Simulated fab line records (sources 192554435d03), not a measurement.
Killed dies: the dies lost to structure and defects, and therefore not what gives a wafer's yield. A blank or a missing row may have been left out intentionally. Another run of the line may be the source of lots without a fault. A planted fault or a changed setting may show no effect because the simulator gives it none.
The tool behind it: which one? || flow n5-finfet || Sampling: 12 lots, 36 wafers, 3 of 1938 route steps

## WHAT THE GAUGES READ, wafer by wafer
The record lacks any reading of a measuring or inspecting step that a usual standard deviation could be used to judge.

## WHICH TOOL RAN EACH LOT (tool, then ch and the chambers of the sampled wafers, then the start)
{"lot": "L543", "N5_BEOL_M4_CVD_47": "cvd-co-02 ch 1,2, day 7 20:59", "N5_PASSIVATION_PRE_CLEAN_19": "pvd-sputter-02, day 11 21:13", "N5_PASSIVATION_PROBE_49": "prober-02, day 12 02:49"}
{"lot": "L544", "N5_BEOL_M4_CVD_47": "cvd-co-02 ch 0,1,2, day 8 00:01", "N5_PASSIVATION_PRE_CLEAN_19": "pvd-sputter-01, day 12 08:26", "N5_PASSIVATION_PROBE_49": "prober-02, day 12 14:24"}
{"lot": "L545", "N5_BEOL_M4_CVD_47": "cvd-co-01 ch 0,1, day 8 02:13", "N5_PASSIVATION_PRE_CLEAN_19": "pvd-sputter-01, day 12 00:53", "N5_PASSIVATION_PROBE_49": "prober-01, day 12 06:31"}
{"lot": "L546", "N5_BEOL_M4_CVD_47": "cvd-co-01 ch 0,2, day 8 05:34", "N5_PASSIVATION_PRE_CLEAN_19": "pvd-sputter-02, day 12 15:13", "N5_PASSIVATION_PROBE_49": "prober-01, day 12 20:53"}
{"lot": "L547", "N5_BEOL_M4_CVD_47": "cvd-co-01 ch 0,1, day 8 17:56", "N5_PASSIVATION_PRE_CLEAN_19": "pvd-sputter-01, day 13 04:42", "N5_PASSIVATION_PROBE_49": "prober-02, day 13 10:35"}
{"lot": "L548", "N5_BEOL_M4_CVD_47": "cvd-co-01 ch 0,1,2, day 8 20:51", "N5_PASSIVATION_PRE_CLEAN_19": "pvd-sputter-01, day 13 15:41", "N5_PASSIVATION_PROBE_49": "-"}
{"lot": "L549", "N5_BEOL_M4_CVD_47": "cvd-co-02 ch 0,1,2, day 9 00:25", "N5_PASSIVATION_PRE_CLEAN_19": "pvd-sputter-02, day 13 15:11", "N5_PASSIVATION_PROBE_49": "-"}
{"lot": "L554", "N5_BEOL_M4_CVD_47": "cvd-co-01 ch 0,2, day 10 13:25", "N5_PASSIVATION_PRE_CLEAN_19": "pvd-sputter-03, day 15 01:45", "N5_PASSIVATION_PROBE_49": "prober-01, day 15 07:29"}
{"lot": "L555", "N5_BEOL_M4_CVD_47": "cvd-co-01 ch 0,1,2, day 10 19:59", "N5_PASSIVATION_PRE_CLEAN_19": "pvd-sputter-01, day 15 20:38", "N5_PASSIVATION_PROBE_49": "prober-01, day 16 02:07"}
{"lot": "L566", "N5_BEOL_M4_CVD_47": "cvd-co-02 ch 0,1,2, day 13 17:00", "N5_PASSIVATION_PRE_CLEAN_19": "pvd-sputter-02, day 17 20:04", "N5_PASSIVATION_PROBE_49": "-"}
{"lot": "L564", "N5_BEOL_M4_CVD_47": "cvd-co-02 ch 0,2, day 13 20:32", "N5_PASSIVATION_PRE_CLEAN_19": "pvd-sputter-02, day 17 20:32", "N5_PASSIVATION_PROBE_49": "-"}
{"lot": "L565", "N5_BEOL_M4_CVD_47": "cvd-co-02 ch 0,2, day 13 20:48", "N5_PASSIVATION_PRE_CLEAN_19": "pvd-sputter-03, day 18 00:05", "N5_PASSIVATION_PROBE_49": "-"}
- N5_BEOL_M4_CVD_47: deposits Co from CCTBA/H2, target thk 3 nm, time 223.8 s.
- N5_PASSIVATION_PRE_CLEAN_19
- N5_PASSIVATION_PROBE_49

## AS READ BY THE TOOLS THEMSELVES (means over the sampled wafers that have a number; for cases with no such wafer, the mark the record gives instead)
N5_BEOL_M4_CVD_47. Usual: chamber-pressure-Torr reads 30.01 Torr (standard deviation 0.068).
{"lot": "L543", "tool": "cvd-co-02", "chamber-pressure-Torr (Torr)": 29.98, "flag": ""}
{"lot": "L544", "tool": "cvd-co-02", "chamber-pressure-Torr (Torr)": 29.98, "flag": ""}
{"lot": "L545", "tool": "cvd-co-01", "chamber-pressure-Torr (Torr)": 29.95, "flag": ""}
{"lot": "L546", "tool": "cvd-co-01", "chamber-pressure-Torr (Torr)": 30.01, "flag": ""}
{"lot": "L547", "tool": "cvd-co-01", "chamber-pressure-Torr (Torr)": 30.01, "flag": ""}
{"lot": "L548", "tool": "cvd-co-01", "chamber-pressure-Torr (Torr)": 30.05, "flag": ""}
{"lot": "L549", "tool": "cvd-co-02", "chamber-pressure-Torr (Torr)": 29.99, "flag": ""}
{"lot": "L554", "tool": "cvd-co-01", "chamber-pressure-Torr (Torr)": 29.98, "flag": ""}
{"lot": "L555", "tool": "cvd-co-01", "chamber-pressure-Torr (Torr)": 30.02, "flag": ""}
{"lot": "L566", "tool": "cvd-co-02", "chamber-pressure-Torr (Torr)": 29.97, "flag": ""}
{"lot": "L564", "tool": "cvd-co-02", "chamber-pressure-Torr (Torr)": 29.96, "flag": ""}
{"lot": "L565", "tool": "cvd-co-02", "chamber-pressure-Torr (Torr)": 30.01, "flag": ""}

N5_PASSIVATION_PRE_CLEAN_19. Usual: heater-power-w reads 457 W (standard deviation 35).
{"lot": "L543", "tool": "pvd-sputter-02", "heater-power-w (W)": 424, "flag": ""}
{"lot": "L544", "tool": "pvd-sputter-01", "heater-power-w (W)": 472, "flag": ""}
{"lot": "L545", "tool": "pvd-sputter-01", "heater-power-w (W)": 464, "flag": ""}
{"lot": "L546", "tool": "pvd-sputter-02", "heater-power-w (W)": 445, "flag": ""}
{"lot": "L547", "tool": "pvd-sputter-01", "heater-power-w (W)": 448, "flag": ""}
{"lot": "L548", "tool": "pvd-sputter-01", "heater-power-w (W)": 471, "flag": ""}
{"lot": "L549", "tool": "pvd-sputter-02", "heater-power-w (W)": 432, "flag": ""}
{"lot": "L554", "tool": "pvd-sputter-03", "heater-power-w (W)": 461, "flag": ""}
{"lot": "L555", "tool": "pvd-sputter-01", "heater-power-w (W)": 466, "flag": ""}
{"lot": "L566", "tool": "pvd-sputter-02", "heater-power-w (W)": 442, "flag": ""}
{"lot": "L564", "tool": "pvd-sputter-02", "heater-power-w (W)": 448, "flag": ""}
{"lot": "L565", "tool": "pvd-sputter-03", "heater-power-w (W)": 519, "flag": ""}

N5_PASSIVATION_PROBE_49. Usual: defect-limited-yield 91.1 %, standard deviation 1.4; killed_at_M0_to_M3 34, standard deviation 11; killed_at_M4_up 14, standard deviation 5.7; killed-at-contacts 14, standard deviation 6.9; killed-at-front-end 40, standard deviation 11; killed-at-other 4, standard deviation 3.1; killed-dies 105, standard deviation 17; killed-on-rim 14, standard deviation 4.1; killed-open 70, standard deviation 13; killed-short 34, standard deviation 7.6; sort_bin_5_function 5.3 %, standard deviation 0.95; sort_bin_6_memory 3.3 %, standard deviation 0.64; sort-n-pass 1075, standard deviation 17; sort-yield-pct 91.1 %, standard deviation 1.4.
{"lot": "L543", "tool": "prober-02", "defect-limited-yield (%)": 91.1, "killed_at_M0_to_M3": 33, "killed_at_M4_up": 15, "killed-at-contacts": 13, "killed-at-front-end": 39, "killed-at-other": 4, "killed-dies": 105, "killed-on-rim": 16, "killed-open": 66, "killed-short": 38, "sort_bin_5_function (%)": 5.6, "sort_bin_6_memory (%)": 2.8, "sort-n-pass": 1075, "sort-yield-pct (%)": 91.1, "flag": ""}
{"lot": "L544", "tool": "prober-02", "defect-limited-yield (%)": 91.5, "killed_at_M0_to_M3": 27, "killed_at_M4_up": 12, "killed-at-contacts": 17, "killed-at-front-end": 43, "killed-at-other": 2, "killed-dies": 100, "killed-on-rim": 15, "killed-open": 66, "killed-short": 32, "sort_bin_5_function (%)": 4.9, "sort_bin_6_memory (%)": 3.3, "sort-n-pass": 1080, "sort-yield-pct (%)": 91.5, "flag": ""}
{"lot": "L545", "tool": "prober-01", "defect-limited-yield (%)": 91.1, "killed_at_M0_to_M3": 39, "killed_at_M4_up": 11, "killed-at-contacts": 9, "killed-at-front-end": 40, "killed-at-other": 7, "killed-dies": 105, "killed-on-rim": 10, "killed-open": 70, "killed-short": 35, "sort_bin_5_function (%)": 5.1, "sort_bin_6_memory (%)": 3.6, "sort-n-pass": 1075, "sort-yield-pct (%)": 91.1, "flag": ""}
{"lot": "L546", "tool": "prober-01", "defect-limited-yield (%)": 90.5, "killed_at_M0_to_M3": 47, "killed_at_M4_up": 19, "killed-at-contacts": 5, "killed-at-front-end": 40, "killed-at-other": 2, "killed-dies": 113, "killed-on-rim": 14, "killed-open": 73, "killed-short": 36, "sort_bin_5_function (%)": 5.6, "sort_bin_6_memory (%)": 3.6, "sort-n-pass": 1067, "sort-yield-pct (%)": 90.5, "flag": ""}
{"lot": "L547", "tool": "prober-02", "defect-limited-yield (%)": 92.8, "killed_at_M0_to_M3": 21, "killed_at_M4_up": 8, "killed-at-contacts": 11, "killed-at-front-end": 35, "killed-at-other": 9, "killed-dies": 84, "killed-on-rim": 10, "killed-open": 59, "killed-short": 23, "sort_bin_5_function (%)": 4.1, "sort_bin_6_memory (%)": 2.8, "sort-n-pass": 1096, "sort-yield-pct (%)": 92.8, "flag": ""}
{"lot": "L554", "tool": "prober-01", "defect-limited-yield (%)": 82.5, "killed_at_M0_to_M3": 29, "killed_at_M4_up": 115, "killed-at-contacts": 17, "killed-at-front-end": 41, "killed-at-other": 5, "killed-dies": 206, "killed-on-rim": 29, "killed-open": 66, "killed-short": 34, "sort_bin_5_function (%)": 10.4, "sort_bin_6_memory (%)": 4.3, "sort-n-pass": 974, "sort-yield-pct (%)": 82.5, "flag": "OFF"}
{"lot": "L555", "tool": "prober-01", "defect-limited-yield (%)": 82.5, "killed_at_M0_to_M3": 37, "killed_at_M4_up": 131, "killed-at-contacts": 9, "killed-at-front-end": 28, "killed-at-other": 2, "killed-dies": 207, "killed-on-rim": 23, "killed-open": 62, "killed-short": 23, "sort_bin_5_function (%)": 10.9, "sort_bin_6_memory (%)": 4.0, "sort-n-pass": 973, "sort-yield-pct (%)": 82.5, "flag": "OFF"}

## THE ANSWER, worked out from the rows above alone
Rule: a lot counts as off when the mean over its wafers that have a number is more than 3 standard deviations away from the usual mean. A lot without any number at a reading at which 4 lots or more have one is off too. Where the step has rows for the other lots, those lots are counted as sound. First the gauges in route order, then the tools' own readings, where a lot's mean is used as printed above. The first step at which some lot is off is used, and at that step the reading that is off furthest; a lot without a number counts as furthest.
Off: L554, L555, at N5_PASSIVATION_PROBE_49 (killed_at_M4_up). Neither off nor sound, because the step has no rows for them: L548, L549, L566, L564, L565.
If a tool, at that step or one of the process steps before it, ran each lot that is off and ran no sound lot following the first of them, it fits. Undecided on this evidence; 2 tools fit (cvd-co-01 at N5_BEOL_M4_CVD_47, prober-01 at N5_PASSIVATION_PROBE_49).

## WHAT THE SIMULATOR HAD PUT IN
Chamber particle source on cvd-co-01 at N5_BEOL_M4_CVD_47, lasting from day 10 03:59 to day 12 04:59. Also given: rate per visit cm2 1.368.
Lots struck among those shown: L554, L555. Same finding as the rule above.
